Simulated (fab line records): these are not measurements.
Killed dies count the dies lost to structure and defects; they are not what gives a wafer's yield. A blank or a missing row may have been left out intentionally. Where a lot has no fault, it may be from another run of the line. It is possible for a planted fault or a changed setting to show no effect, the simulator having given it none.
Matching of chambers	flow n5_finfet	4 sister chambers for N5_BEOL_M7_STRIP_67 on rie_diel-05
The step strips in CF4. 4 wafers are shown with their chamber, then 9 later ones without.

EACH WAFER AND ITS CHAMBER
wafer	chamber	showerhead_plenum_p_Torr (Torr)
L086.1	3	1.82
L090.1	0	1.87
L090.2	1	1.70
L090.3	2	1.83

WAFERS WHOSE CHAMBER IS MISSING
wafer	showerhead_plenum_p_Torr (Torr)
L092.1	1.70
L092.4	1.83
L092.6	1.82
L095.2	1.82
L095.3	1.87
L095.5	1.87
L096.2	1.86
L096.4	1.70
L096.6	1.83

WHICH CHAMBER EACH WENT THROUGH
wafer	from the rows above	in truth
L092.1	1	1
L092.4	2	2
L092.6	3	3
L095.2	3	3
L095.3	0	0
L095.5	0	0
L096.2	0	0
L096.4	1	1
L096.6	2	2
Correct placement for 9 of the 9. From these rows, 0 cannot be placed. Number placed wrongly: 0.
How it was worked out, from the rows above alone: a wafer's distance from a chamber is the root of the sum, over the readings, of the square of ((its reading less the chamber's mean) divided by the reading's scatter). The wafer belongs to the nearest chamber; if the next one is less than 2 further off, it can't be placed. The mean given for a chamber averages the wafers shown for that chamber. The scatter: root of mean squared gap, hidden wafer to nearest shown wafer, with one shown wafer a chamber.
